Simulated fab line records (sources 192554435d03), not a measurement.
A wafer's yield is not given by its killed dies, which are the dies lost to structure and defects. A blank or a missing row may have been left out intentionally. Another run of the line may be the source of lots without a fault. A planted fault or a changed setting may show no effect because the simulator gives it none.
What tool caused it?	flow n5Finfet	Sampling: 15 lots, 44 wafers, 7 of 1938 route steps

## WHAT THE GAUGES SHOWED, per wafer
N5_BEOL_M2_THK_MEAS_01.
lot	measured	on	M2_ILD_THK (nm)
L791	day 6 10:30	filmMetro-01	77.7 80.1 79.6
L794	day 7 03:47	filmMetro-02	78.7 77.9 78.8
L793	day 7 03:55	filmMetro-02	77.8 77.6 77.7
L796	day 7 15:11	filmMetro-02	77.0 77.1 77.2
L798	day 8 03:56	filmMetro-01	77.7 77.3 79.3
L797	day 8 04:05	filmMetro-01	77.4 77.3 79.0
L799	day 8 07:55	filmMetro-01	78.2 79.8
L800	day 8 16:20	filmMetro-01	78.0 77.4 77.9
L804	day 9 23:57	filmMetro-01	76.8 78.6 78.2
L807	day 10 08:19	filmMetro-01	78.1 78.2 77.7
L808	day 10 16:48	filmMetro-02	77.9 77.5 78.8
L810	day 11 02:30	filmMetro-02	78.2 78.6 79.7
L811	day 11 13:58	filmMetro-01	78.1 79.7 79.3
L813	day 11 22:26	filmMetro-02	79.2 79.7 79.9
L814	day 12 03:50	filmMetro-01	79.1 79.0 80.7

N5_BEOL_M2_CD_MEAS_18: pitch 36 nm, target cd 18 nm.
lot	measured	on	cdNm (nm)
L791	day 6 11:53	cdSem-01	18.1 17.6 17.9
L794	day 7 06:40	cdSem-03	18.5 18.8 18.5
L793	day 7 06:49	cdSem-02	16.7 17.8 17.5
L796	day 7 18:43	cdSem-02	17.8 18.0 18.3
L798	day 8 06:49	cdSem-02	18.2 18.0 18.4
L797	day 8 06:56	cdSem-03	18.5 17.8 18.1
L799	day 8 09:19	cdSem-01	18.3 18.2
L800	day 8 17:35	cdSem-02	17.9 18.0 17.8
L804	day 10 02:56	cdSem-01	18.0 17.9 18.3
L807	day 10 10:07	cdSem-02	18.2 18.0 18.4
L808	day 10 19:19	cdSem-03	18.3 18.0 17.7
L810	day 11 06:43	cdSem-01	- - -
L811	day 11 15:56	cdSem-03	- - -
L813	day 11 23:41	cdSem-02	- - -
L814	day 12 06:31	cdSem-01	17.4 18.0 17.7

N5_BEOL_M4_RC_MEAS_101.
lot	measured	on	DIBL_N (mV/V)	DIBL_P (mV/V)	IOFF_N (nA/um)	IOFF_P (nA/um)	ION_N (uA/um)	ION_P (uA/um)	SS_N (mV/dec)	SS_P (mV/dec)	VT_N (mV)	VT_P (mV)
L791	day 8 02:03	prober-01	38.1 35.5 38.4	37.9 34.4 37.7	0.19 0.13 0.19	0.25 0.20 0.25	676 668 679	471 460 465	71.6 71.4 72.1	73.4 72.3 73.3	248 254 250	-247 -250 -248
L794	day 8 19:58	prober-02	38.1 35.6 35.8	37.6 34.7 34.2	0.21 0.15 0.16	0.31 0.24 0.24	687 673 680	479 473 473	72.3 71.4 70.9	74.1 73.8 73.1	246 248 247	-240 -245 -246
L793	day 8 23:04	prober-02	33.6 35.1 34.7	34.6 36.4 36.5	0.13 0.16 0.15	0.19 0.22 0.22	662 683 676	461 468 475	71.1 71.5 71.6	73.4 74.3 73.2	254 251 252	-249 -245 -249
L796	day 9 00:59	prober-01	40.9 38.7 39.4	38.9 35.7 37.6	0.24 0.19 0.19	0.29 0.22 0.25	696 677 678	474 460 463	72.2 71.5 71.9	73.9 72.8 73.9	242 246 248	-246 -248 -248
L798	day 9 06:25	prober-02	32.9 35.6 34.9	33.4 35.8 34.8	0.11 0.16 0.15	0.16 0.19 0.17	660 679 670	455 461 460	70.7 71.8 72.0	72.0 72.5 72.5	254 248 249	-254 -252 -254
L797	day 9 08:40	prober-01	33.4 37.4 34.6	32.2 36.3 34.1	0.12 0.18 0.14	0.17 0.22 0.19	669 675 674	460 459 462	71.7 71.8 71.1	71.5 72.9 72.6	251 251 252	-250 -248 -249
L799	day 9 20:41	prober-01	35.0 37.0	34.4 37.8	0.14 0.20	0.19 0.26	672 694	466 481	71.7 71.6	72.6 73.7	250 244	-251 -244
L800	day 10 00:47	prober-02	35.6 36.6 37.1	34.3 35.9 36.2	0.13 0.17 0.17	0.16 0.19 0.20	683 696 693	460 481 474	71.8 71.9 71.8	72.7 72.9 73.7	252 249 248	-254 -253 -252
L804	day 11 02:40	prober-01	36.4 37.9 37.2	36.6 37.9 36.3	0.16 0.20 0.18	0.24 0.28 0.24	687 696 676	478 480 460	71.4 71.8 71.7	72.7 73.4 73.3	245 245 248	-246 -246 -246
L807	day 11 21:11	prober-01	40.2 37.6 39.0	42.0 39.5 39.6	0.26 0.20 0.22	0.30 0.26 0.25	697 687 681	471 465 455	73.5 72.0 72.6	74.6 74.1 74.0	244 246 246	-245 -248 -247
L808	day 12 01:38	prober-02	38.1 37.3 37.4	37.8 37.4 37.3	0.16 0.18 0.16	0.21 0.22 0.21	685 687 676	469 471 470	71.9 72.5 72.7	73.6 73.9 72.8	250 247 251	-252 -251 -251
L814	day 13 09:58	prober-02	36.4 36.8 37.0	36.7 36.7 37.2	0.17 0.17 0.18	0.21 0.22 0.23	672 671 675	459 454 460	71.2 72.2 71.9	73.0 73.5 73.8	248 248 247	-252 -250 -250

## EACH LOT AND THE TOOL THAT RAN IT (in order: tool; ch and the chambers of the sampled wafers; start)
lot	N5_BEOL_M1_ANNEAL_51	N5_BEOL_M1_CO_CAP_55	N5_BEOL_M2_HM_DEP_02	N5_BEOL_M2_HM_OPEN_17
L791	rtpAnneal-01 ch 0, day 6 09:28	cvdCo-01 ch 1,2, day 6 10:09	pvdSputter-03, day 6 10:49	rieMetal-02 ch 0,1, day 6 11:42
L794	rtpAnneal-01 ch 0, day 7 02:40	cvdCo-01 ch 0,1,2, day 7 03:28	pvdSputter-02, day 7 05:35	rieMetal-03 ch 0, day 7 06:28
L793	rtpAnneal-02 ch 0, day 7 02:47	cvdCo-02 ch 0,1,2, day 7 03:35	pvdSputter-02, day 7 05:41	rieMetal-02 ch 0,1, day 7 06:38
L796	rtpAnneal-02 ch 0, day 7 14:11	cvdCo-01 ch 1,2, day 7 14:52	pvdSputter-02, day 7 17:40	rieMetal-01 ch 0,1, day 7 18:26
L798	rtpAnneal-02 ch 0, day 8 02:52	cvdCo-01 ch 0,2, day 8 03:38	pvdSputter-03, day 8 05:52	rieMetal-03 ch 0,1, day 8 06:38
L797	rtpAnneal-02 ch 0, day 8 03:08	cvdCo-01 ch 0,2, day 8 03:46	pvdSputter-01, day 8 05:59	rieMetal-02 ch 0,1, day 8 06:45
L799	rtpAnneal-01 ch 0, day 8 06:55	cvdCo-02 ch 1,2, day 8 07:35	pvdSputter-02, day 8 08:07	rieMetal-01 ch 0,1, day 8 09:05
L800	rtpAnneal-02 ch 0, day 8 15:22	cvdCo-02 ch 1,2, day 8 16:02	pvdSputter-02, day 8 16:38	rieMetal-03 ch 0,1, day 8 17:25
L804	rtpAnneal-01 ch 0, day 9 22:58	cvdCo-02 ch 0,1,2, day 9 23:35	pvdSputter-02, day 10 01:46	rieMetal-01 ch 1, day 10 02:41
L807	rtpAnneal-02 ch 0, day 10 07:25	cvdCo-01 ch 1,2, day 10 08:00	pvdSputter-02, day 10 08:57	rieMetal-01 ch 0,1, day 10 09:54
L808	rtpAnneal-02 ch 0, day 10 15:49	cvdCo-02 ch 0,2, day 10 16:29	pvdSputter-01, day 10 18:06	rieMetal-03 ch 0, day 10 19:08
L810	rtpAnneal-01 ch 0, day 11 01:30	cvdCo-02 ch 0,1, day 11 02:11	pvdSputter-02, day 11 05:06	rieMetal-03 ch 0, day 11 06:16
L811	rtpAnneal-01 ch 0, day 11 12:59	cvdCo-02 ch 0,1, day 11 13:39	pvdSputter-01, day 11 14:59	rieMetal-01 ch 0,1, day 11 15:45
L813	rtpAnneal-02 ch 0, day 11 21:26	cvdCo-01 ch 1,2, day 11 22:07	pvdSputter-02, day 11 22:36	rieMetal-01 ch 0,1, day 11 23:29
L814	rtpAnneal-02 ch 0, day 12 02:55	cvdCo-02 ch 0,1, day 12 03:32	pvdSputter-02, day 12 05:19	rieMetal-01 ch 0,1, day 12 06:13
- N5_BEOL_M1_ANNEAL_51: time 90 s.
- N5_BEOL_M1_CO_CAP_55: material Co, precursor CCTBA/H2, target thk 2 nm, time 102.1 s.
- N5_BEOL_M2_HM_DEP_02: deposits TiN, target thk 20 nm.
- N5_BEOL_M2_HM_OPEN_17: chemistry Cl2/BCl3, target TiN, target depth 20 nm, overetch 6 nm.

## WHAT THE TOOLS THEMSELVES READ (means of the sampled wafers that have a number; where no wafer has one, the mark that the record gives instead)
N5_BEOL_M1_ANNEAL_51.
lot	tool	wafer_temp_C_max
L791	rtpAnneal-01	225.45
L794	rtpAnneal-01	225.44
L793	rtpAnneal-02	226.10
L796	rtpAnneal-02	225.92
L798	rtpAnneal-02	225.89
L797	rtpAnneal-02	225.76
L799	rtpAnneal-01	225.56
L800	rtpAnneal-02	225.76
L804	rtpAnneal-01	225.55
L807	rtpAnneal-02	225.80
L808	rtpAnneal-02	225.99
L810	rtpAnneal-01	225.60
L811	rtpAnneal-01	225.50
L813	rtpAnneal-02	226.10
L814	rtpAnneal-02	225.84

N5_BEOL_M1_CO_CAP_55.
lot	tool	heaterPowerW (W)
L791	cvdCo-01	204
L794	cvdCo-01	218
L793	cvdCo-02	242
L796	cvdCo-01	201
L798	cvdCo-01	204
L797	cvdCo-01	216
L799	cvdCo-02	248
L800	cvdCo-02	253
L804	cvdCo-02	247
L807	cvdCo-01	214
L808	cvdCo-02	249
L810	cvdCo-02	226
L811	cvdCo-02	228
L813	cvdCo-01	202
L814	cvdCo-02	231

N5_BEOL_M2_HM_DEP_02.
lot	tool	chamberPressurePa (Pa)	substrateTempC (C)	throttleValvePct (%)
L791	pvdSputter-03	0.5006	25.00	30.9
L794	pvdSputter-02	0.5000	25.04	30.8
L793	pvdSputter-02	0.5011	25.02	29.8
L796	pvdSputter-02	0.4990	24.93	31.2
L798	pvdSputter-03	0.4996	25.02	30.2
L797	pvdSputter-01	0.4998	25.00	28.9
L799	pvdSputter-02	0.5004	25.12	31.1
L800	pvdSputter-02	0.4993	24.87	31.4
L804	pvdSputter-02	0.5000	25.09	31.4
L807	pvdSputter-02	0.5004	25.00	30.0
L808	pvdSputter-01	0.5010	24.98	29.9
L810	pvdSputter-02	-	-	-
L811	pvdSputter-01	-	-	-
L813	pvdSputter-02	-	-	-
L814	pvdSputter-02	0.4996	24.99	30.2

N5_BEOL_M2_HM_OPEN_17.
lot	tool	bcl3FlowSccm (sccm)	drypumpMotorCurrentA (A)	oesProductAu (a.u.)	throttleValvePct (%)
L791	rieMetal-02	21.73	5.7	0.62	22.20
L794	rieMetal-03	21.82	5.6	0.59	22.39
L793	rieMetal-02	21.74	5.8	0.62	22.21
L796	rieMetal-01	21.79	6.4	0.61	22.26
L798	rieMetal-03	21.69	5.7	0.65	22.16
L797	rieMetal-02	21.75	5.4	0.56	22.31
L799	rieMetal-01	21.71	6.4	0.59	22.34
L800	rieMetal-03	21.73	5.8	0.71	21.91
L804	rieMetal-01	21.70	6.5	0.51	22.67
L807	rieMetal-01	21.78	6.5	0.55	22.46
L808	rieMetal-03	21.82	5.6	0.60	22.39
L810	rieMetal-03	21.76	5.5	0.26	23.06
L811	rieMetal-01	21.68	6.5	0.33	22.84
L813	rieMetal-01	21.72	6.5	0.32	22.85
L814	rieMetal-01	21.77	6.5	0.74	22.20

## THE ANSWER, worked out from the rows above alone
Rule: the usual values come from the lots themselves. Put in order of their means at a reading, lots are off if they are a third of the lots or fewer, leave a main group of 4 or more, and stand apart from it by a gap of 3 or more times the standard deviation of the main group's means; of several such gaps the widest counts. Not used: any main group whose means are identical at the precision the tables above print for the reading. Also off: a lot with no number at a reading for which 4 or more lots have one. The other lots that the step has rows for count as sound. Order of review: gauges by route order, followed by the tools' own readings, for which a lot's mean as printed above is used. At the first step where some lot is off, the reading lying furthest off is the one used; lots without a number count as furthest.
Off, at N5_BEOL_M2_CD_MEAS_18 on cdNm: L810, L811, L813. Without a number there: L810, L811, L813. Main group: mean 18.0 nm, sd 0.3.
If a tool, at a process step before that reading, ran all the lots that are off and no sound lot after the first of them, it fits. Not tried: the gauges at N5_BEOL_M2_CD_MEAS_18; whatever is off there is also off at N5_BEOL_M2_HM_DEP_02, on other tools, and gauge error can't account for it. No candidate that was tried fits.

## WHAT HAD BEEN PUT IN BY THE SIMULATOR
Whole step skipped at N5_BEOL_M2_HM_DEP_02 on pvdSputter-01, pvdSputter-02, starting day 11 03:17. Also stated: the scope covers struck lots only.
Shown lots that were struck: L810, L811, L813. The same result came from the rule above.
